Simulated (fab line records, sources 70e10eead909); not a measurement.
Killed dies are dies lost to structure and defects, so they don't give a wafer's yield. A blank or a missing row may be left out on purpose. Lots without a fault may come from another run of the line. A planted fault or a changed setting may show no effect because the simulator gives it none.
fab line records | flow nand_harc
record lots=12 wafers=36 last_day=33
route steps=1302 shown P_GATE@119 END@1302
lots that met no fault: from a run of the same line without faults
start_h: hours from the record's first day to the start of the lot's first wafer shown | wait_h: hours since the lot's step before | " the same as in the row above | L1.1+2: a row that stands for several wafers | - no value, or no start given | * or withheld: withheld | < > ~ a bound
route shown NAME@n: a module of which the file shows steps, and the number in the route of the first | usual: mean/standard deviation of fault-free wafers | same: alike in all rows | chamber/n: place in a boat | sites: the reading at each site | _std_site: their standard deviation | _edge_site: outer sites' mean less inner sites' | radius_mm: how far each site lies from the wafer's centre | mask NAME#n: copy n | behind: the tool/chamber that last shaped the wafer | hold: why the lot was held/for how many hours/how that ended | device: the transistor (n, p or np) that didn't switch | end of line: the same wafers' tests at the end of the route | a step without rows: its recipe alone | killed: dies lost to structure and defects at the first sort, not the wafer's yield | map: a wafer's dies, x killed, . not, _ none there
set.NAME: the setting as run; set.NAME@STEP: as run at that earlier step | model.NAME: the simulator's own value behind a step, which no gauge read
steps of the route over a sample of lots; a table a step, a row a wafer
services: from which hour (start_h, from the record's first day; less than 0 if before it) a tool's chamber was out of use, for how many hours, and why
## steps
# step NHARC_P_GATE_EXPOSE_08
# recipe na=0.6 dose_mj=16.75 mask_id=P_HV
# same na=0.6
# columns lot.wafer tool chamber start_h wait_h mask
L517.1+2+4 krf_scanner-02 0 80.16 - P_HV#0
L519.1+4+5 krf_scanner-02 0 106.86 - P_HV#0
L520.4+5+6 krf_scanner-03 0 111.85 - P_HV#0
L521.1+2+6 krf_scanner-02 0 125.16 - P_HV#0
L522.1+4+6 krf_scanner-02 0 130.88 - P_HV#0
L523.2+3+5 krf_scanner-02 0 138.78 - P_PSD#0
L533.1+4+6 krf_scanner-02 0 238.12 - P_HV#0
L534.1+2+4 krf_scanner-02 0 250.35 - P_HV#0
L536.1+2+5 krf_scanner-02 0 272.31 - P_HV#0
L537.1+4+5 krf_scanner-03 0 281.93 - P_HV#0
L539.2+4+6 krf_scanner-01 0 305.48 - P_HV#0
L540.2+4+6 krf_scanner-01 0 311.45 - P_HV#0
# step NHARC_P_GATE_CD_MEAS_11
# recipe target_cd_nm=1640 landing_energy_ev=500
# usual cd_nm=1640.2/1.1
# columns lot.wafer tool chamber start_h wait_h cd_nm
L517.1 cd_sem-03 0 80.32 - 1640.4
L517.2 " 0 " " 1639.3
L517.4 " 0 " " 1639.0
L519.1 cd_sem-03 0 107.02 - 1640.6
L519.4 " 0 " " 1638.9
L519.5 " 0 " " 1640.2
L520.4 cd_sem-03 0 112.00 - 1641.2
L520.5 " 0 " " 1640.6
L520.6 " 0 " " 1641.8
L521.1 cd_sem-01 0 125.32 - 1639.5
L521.2 " 0 " " 1639.7
L521.6 " 0 " " 1640.0
L522.1 cd_sem-03 0 131.04 - 1640.5
L522.4 " 0 " " 1640.1
L522.6 " 0 " " 1639.7
L523.2 cd_sem-02 0 138.94 - -
L523.3 " 0 " " -
L523.5 " 0 " " -
L533.1 cd_sem-02 0 238.28 - 1638.2
L533.4 " 0 " " 1639.0
L533.6 " 0 " " 1638.8
L534.1 cd_sem-02 0 250.51 - 1640.4
L534.2 " 0 " " 1641.1
L534.4 " 0 " " 1643.1
L536.1 cd_sem-02 0 272.46 - 1638.8
L536.2 " 0 " " 1639.5
L536.5 " 0 " " 1639.6
L537.1 cd_sem-02 0 282.09 - 1640.0
L537.4 " 0 " " 1640.9
L537.5 " 0 " " 1641.2
L539.2 cd_sem-02 0 305.64 - 1640.7
L539.4 " 0 " " 1642.8
L539.6 " 0 " " 1641.3
L540.2 cd_sem-02 0 311.60 - 1640.9
L540.4 " 0 " " 1640.3
L540.6 " 0 " " 1641.0
# step NHARC_P_GATE_INSPECT_28
# usual raw_defect_count=6/3.1
# columns lot.wafer tool chamber start_h wait_h raw_defect_count
L517.1 defect_inspect-02 - 95.75 0.0 2
L517.2 " - " " 3
L517.4 " - " " 4
L519.1 defect_inspect-01 - 121.52 0.0 3
L519.4 " - " " 12
L519.5 " - " " 12
L520.4 defect_inspect-01 - 131.19 0.0 9
L520.5 " - " " 5
L520.6 " - " " 4
L521.1 defect_inspect-01 - 141.61 0.0 9
L521.2 " - " " 4
L521.6 " - " " 3
L522.1 defect_inspect-02 - 145.18 0.0 2
L522.4 " - " " 4
L522.6 " - " " 5
L523.2 defect_inspect-02 - 153.28 0.0 8
L523.3 " - " " 6
L523.5 " - " " 5
L533.1 defect_inspect-02 - 254.63 0.0 11
L533.4 " - " " 5
L533.6 " - " " 4
L534.1 defect_inspect-02 - 265.78 0.0 8
L534.2 " - " " 1
L534.4 " - " " 4
L536.1 defect_inspect-01 - 291.67 0.0 5
L536.2 " - " " 4
L536.5 " - " " 1
L537.1 defect_inspect-02 - 296.26 0.0 7
L537.4 " - " " 10
L537.5 " - " " 4
L539.2 defect_inspect-02 - 319.89 0.0 4
L539.4 " - " " 4
L539.6 " - " " 3
L540.2 defect_inspect-01 - 327.35 0.0 7
L540.4 " - " " 5
L540.6 " - " " 10
# step NHARC_P_GATE_ETCH_114
# recipe target_depth_a=300 overetch_a=30 time_s=16.5 ion_energy_ev=100 cf4_flow_sccm=80 o2_flow_sccm=20 ar_flow_sccm=0 rf_w=300 bias_w=100 chemistry=CF4/O2
# usual drypump_motor_current_A=5.6/0.5 oes_product_au=1.003/0.008 rf_vpp_V=197.8/1.4 showerhead_plenum_p_Torr=1.34/0.051 throttle_valve_pct=13.398/0.0098
# columns lot.wafer tool chamber start_h wait_h drypump_motor_current_A oes_product_au rf_hours_counter_h rf_vpp_V showerhead_plenum_p_Torr throttle_valve_pct
L517.1 rie_diel-10 2 - - 6.4 1.011 2.5 197.8 1.36 13.396
L517.4 " 3 " " 5.1 0.998 2.5 199.7 1.37 13.406
L517.2 " 0 " " 6.2 1.003 2.5 199.3 1.42 13.393
L519.4 rie_diel-03 3 - - 5.0 1.003 0.2 196.3 1.32 13.386
L519.1 " 1 " " 6.1 1.015 0.2 200.4 1.40 13.415
L519.5 " 0 " " 5.7 1.008 - 200.1 1.44 13.414
L520.4 rie_diel-11 0 - - 5.1 1.007 - 197.8 1.28 13.398
L520.5 " 1 " " 4.9 0.997 - 196.4 1.33 13.391
L520.6 " 3 " " 6.1 0.991 - 195.3 1.26 13.407
L521.1 rie_diel-03 3 - - 5.0 1.000 2.8 197.5 1.32 13.394
L521.2 " 0 " " 5.7 1.007 1.5 200.9 1.44 13.422
L521.6 " 1 " " 6.1 1.006 - 198.6 1.40 13.387
L522.4 rie_diel-10 3 - - 5.2 1.000 5.8 200.5 1.37 13.401
L522.1 " 0 " " 6.2 1.012 5.5 197.1 1.42 13.402
L522.6 " 3 " " 5.2 1.005 - 200.4 1.37 13.402
L523.2 rie_diel-10 1 - - 5.6 1.025 3.8 196.3 1.30 13.388
L523.3 " 2 " " 6.4 1.015 6.5 198.3 1.36 13.412
L523.5 " 3 " " 5.1 1.023 - 198.0 1.37 13.395
L533.1 rie_diel-11 3 - - 6.1 1.001 8.9 195.0 1.26 13.395
L533.4 " 1 " " 4.9 1.001 9.2 198.6 1.33 13.400
L533.6 " 3 " " 6.0 1.012 - 196.5 1.26 13.409
L534.1 rie_diel-10 3 - - 5.1 1.011 1.7 198.7 1.37 13.407
L534.2 " 0 " " 6.2 0.996 1.6 198.4 1.42 13.407
L534.4 " 1 " " 5.6 0.997 2.5 196.4 1.29 13.387
L536.1 rie_diel-11 3 - - 6.1 1.010 0.6 195.1 1.26 13.393
L536.2 " 1 " " 4.9 1.006 0.6 197.3 1.33 13.409
L536.5 " 0 " " 5.1 0.996 - 196.1 1.28 13.392
L537.1 rie_diel-11 3 - - 6.1 1.001 0.7 197.2 1.26 13.406
L537.4 " 0 " " 5.1 1.007 0.7 196.3 1.28 13.398
L537.5 " 2 " " 5.9 1.004 - 198.5 1.35 13.417
L539.4 rie_diel-10 3 - - 5.2 1.009 5.7 197.9 1.37 13.407
L539.2 " 2 " " 6.3 1.007 7.1 198.1 1.36 13.410
L539.6 " 3 " " 5.1 1.007 - 199.3 1.37 13.410
L540.2 rie_diel-11 2 - - 5.9 0.991 1.2 198.2 1.35 13.393
L540.4 " 0 " " 5.1 0.995 - 199.3 1.28 13.400
L540.6 " 2 " " 5.9 0.992 - 198.4 1.35 13.405
# step NHARC_P_GATE_STRIP_108
# recipe o2_flow_sccm=500 ar_flow_sccm=0 bias_w=0 chemistry=O2
# usual drypump_motor_current_A=5.6/0.5 oes_product_au=1.004/0.0071 rf_vpp_V=57.8/0.78 showerhead_plenum_p_Torr=3.55/0.13 throttle_valve_pct=17.036/0.01
# columns lot.wafer tool chamber start_h wait_h drypump_motor_current_A oes_product_au rf_hours_counter_h rf_vpp_V showerhead_plenum_p_Torr throttle_valve_pct
L517.4 rie_diel-03 1 96.43 - 6.1 1.012 6 57.3 3.70 17.035
L517.1 " 3 " " 5.0 0.999 7 59.1 3.50 17.054
L517.2 " 0 " " 5.7 1.011 5 57.6 3.79 17.038
L519.1 rie_diel-10 1 122.21 - 5.6 1.003 3 58.9 3.43 17.043
L519.4 " 2 " " 6.4 1.013 5 58.2 3.59 17.007
L519.5 " 1 " " 5.6 1.008 - 56.7 3.43 17.024
L520.4 rie_diel-10 1 131.93 - 5.7 1.005 3 56.1 3.43 17.038
L520.6 " 1 " " 5.7 1.007 - 57.4 3.43 17.045
L520.5 " 2 " " 6.4 0.997 - 57.5 3.59 17.037
L521.2 rie_diel-03 0 142.32 - 5.7 1.001 2 58.1 3.79 17.032
L521.1 " 1 " " 6.1 1.006 2 56.7 3.70 17.049
L521.6 " 2 " " 5.2 1.005 - 58.3 3.58 17.039
L522.1 rie_diel-03 2 145.86 - 5.2 1.004 3 58.9 3.58 17.032
L522.4 " 3 " " 5.0 1.008 3 57.9 3.50 17.048
L522.6 " 2 " " 5.2 0.998 - 58.5 3.58 17.023
L523.2 rie_diel-11 3 153.96 - 6.1 1.009 5 57.1 3.35 17.038
L523.3 " 0 " " 5.1 1.000 5 58.1 3.40 17.021
L523.5 " 0 " " 5.1 1.001 - 57.0 3.40 17.040
L533.4 rie_diel-10 3 255.33 - 5.1 1.009 1 58.1 3.62 17.040
L533.1 " 1 " " 5.6 1.002 1 58.8 3.43 17.035
L533.6 " 0 " " 6.2 1.021 - 58.5 3.74 17.044
L534.1 rie_diel-03 0 266.47 - 5.7 0.998 7 59.8 3.78 17.029
L534.4 " 2 " " 5.2 0.996 9 57.4 3.58 17.045
L534.2 " 3 " " 5.0 1.002 8 57.7 3.50 17.048
L536.1 rie_diel-03 2 292.38 - 5.3 1.006 1 59.5 3.58 17.053
L536.2 " 3 " " 5.0 1.009 1 57.8 3.50 17.007
L536.5 " 1 " " 6.1 1.010 - 57.3 3.70 17.031
L537.4 rie_diel-10 2 296.98 - 6.4 1.005 6 57.9 3.59 17.027
L537.1 " 0 " " 6.2 1.009 5 57.9 3.73 17.043
L537.5 " 2 " " 6.4 1.011 - 58.2 3.59 17.033
L539.2 rie_diel-11 2 320.57 - 6.0 1.005 1 57.6 3.56 17.044
L539.4 " 0 " " 5.1 1.006 1 57.6 3.40 17.030
L539.6 " 3 " " 6.1 1.002 - 57.5 3.35 17.031
L540.2 rie_diel-03 3 328.13 - 4.9 1.011 3 56.7 3.49 17.041
L540.4 " 0 " " 5.7 1.013 3 57.6 3.78 17.045
L540.6 " 3 " " 5.0 1.007 - 57.8 3.49 17.048
# step NHARC_END_SORT_01
# recipe temp_c=25
# usual killed_at_array=56/20 killed_at_other=1/1.3 killed_at_periphery=3.5/2.7 killed_dies=60/20 killed_open=3.3/1.6 killed_short=2.4/1.5
# same gross_dies=677
# columns lot.wafer tool chamber start_h wait_h killed_at_array killed_at_other killed_at_periphery killed_dies killed_open killed_short
L523.2 prober-01 0 619.67 2.7 49 0 628 677 4 0
L523.3 prober-01 0 620.46 3.0 46 1 630 677 5 3
L523.5 prober-01 0 622.04 3.7 59 0 618 677 3 6
L533.1 prober-02 0 721.96 2.5 117 2 1 120 3 1
L533.4 prober-02 0 724.35 3.4 105 0 2 107 4 4
# killed by level:class
L523.2 P_GATE:area_expose=622 A_SLIT:chamber_film_flake=21 A_CHANNEL_HOLE_D2:chamber_film_flake=12 A_CHANNEL_HOLE_D1:chamber_film_flake=5 P_CONTACT:chamber_film_flake=3 A_CONTACT:chamber_film_flake=3 A_M1:chamber_film_flake=2 P_M0:geometric_particle:open=1
L523.3 P_GATE:area_expose=625 A_SLIT:chamber_film_flake=24 A_CHANNEL_HOLE_D2:chamber_film_flake=5 A_CHANNEL_HOLE_D1:chamber_film_flake=4 A_CONTACT:chamber_film_flake=3 A_M1:chamber_film_flake=3 A_DECK1_JOINT:geometric_particle:short=2 P_CONTACT:chamber_film_flake=2
L523.5 P_GATE:area_expose=616 A_SLIT:chamber_film_flake=32 A_CONTACT:chamber_film_flake=6 A_CHANNEL_HOLE_D2:chamber_film_flake=5 A_M1:chamber_film_flake=4 A_CHANNEL_HOLE_D1:chamber_film_flake=3 A_SOURCE_PLATE:geometric_particle:short=2 P_M1:geometric_particle:short=1
L533.1 A_CHANNEL_HOLE_D1:chamber_film_flake=39 A_SLIT:chamber_film_flake=32 A_CHANNEL_HOLE_D2:chamber_film_flake=27 A_CONTACT:chamber_film_flake=9 A_WL_FILL:chamber_film_flake=3 A_STAIRCASE:chamber_film_flake=2 A_SGD_CUT:geometric_particle:open=1 A_WL_FILL:geometric_particle:open=1
L533.4 A_SLIT:chamber_film_flake=34 A_CHANNEL_HOLE_D1:chamber_film_flake=28 A_CHANNEL_HOLE_D2:chamber_film_flake=24 A_WL_FILL:chamber_film_flake=5 A_DECK1_JOINT:chamber_film_flake=3 P_GATE:chamber_film_flake=2 A_CONTACT:chamber_film_flake=2 A_ONON_D1:geometric_particle:short=1
## services
# columns tool chamber start_h hours kind
rie_diel-10 1 62.29 33.3 repair
rie_diel-03 0 65.08 4.8 repair
rie_diel-10 - 65.50 9.0 pm
rie_diel-11 - 78.50 9.0 pm
krf_scanner-02 - 94.00 4.0 pm
krf_scanner-03 - 95.67 0.3 repair
rie_diel-03 - 104.74 9.0 pm
rie_diel-11 2 126.05 7.7 repair
krf_scanner-01 - 140.00 4.0 pm
rie_diel-10 2 182.30 7.7 repair
rie_diel-03 0 214.16 5.1 repair
rie_diel-11 3 235.76 19.0 repair
rie_diel-10 - 242.50 9.0 pm
rie_diel-03 3 248.65 1.2 repair
rie_diel-11 - 255.50 9.0 pm
krf_scanner-02 - 266.00 4.0 pm
rie_diel-11 - 277.05 0.4 repair
rie_diel-10 3 278.53 4.3 repair
rie_diel-03 0 279.47 6.5 repair
rie_diel-03 - 281.74 9.0 pm
krf_scanner-02 - 301.41 6.2 repair
rie_diel-03 1 311.32 4.6 repair
rie_diel-03 1 317.73 4.5 repair
rie_diel-11 1 323.29 5.4 repair
## key
first_sign step=NHARC_P_GATE_EXPOSE_08 reading=mask direction=changed
effect step=NHARC_P_GATE_CD_MEAS_11 reading=cd_nm direction=missing
effect step=NHARC_END_SORT_01 reading=killed_at_periphery direction=up sigmas=99+ usual=3.5 struck=625.3
more_kills_born_at NHARC_P_GATE_EXPOSE_08@krf_scanner-02=1863
met_at NHARC_P_GATE_EXPOSE_08
struck_lots L523
later_rows_left_out L523.2,L523.3,L523.5
tester_left_out L523
not_acting_at NHARC_P_GATE_INSPECT_28,NHARC_P_GATE_ETCH_114,NHARC_P_GATE_STRIP_108
onset_between 130.88 138.78
fault kind=wrong_mask tool=any chamber=- onset_h=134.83 steps=NHARC_P_GATE_EXPOSE_08 aux_copy=P_PSD#0 scope=struck_lots_only
# tester_left_out: of these lots the tester's yield and bins aren't shown, on N5 and GAA mostly nor the transistor test; their killed dies are dies lost to structure and defects alone, not to doping, threshold or leakage, so they don't give the yield
# later_rows_left_out: the simulator's readings of these wafers behind a module that went badly wrong aren't trusted and aren't shown, but for the sort
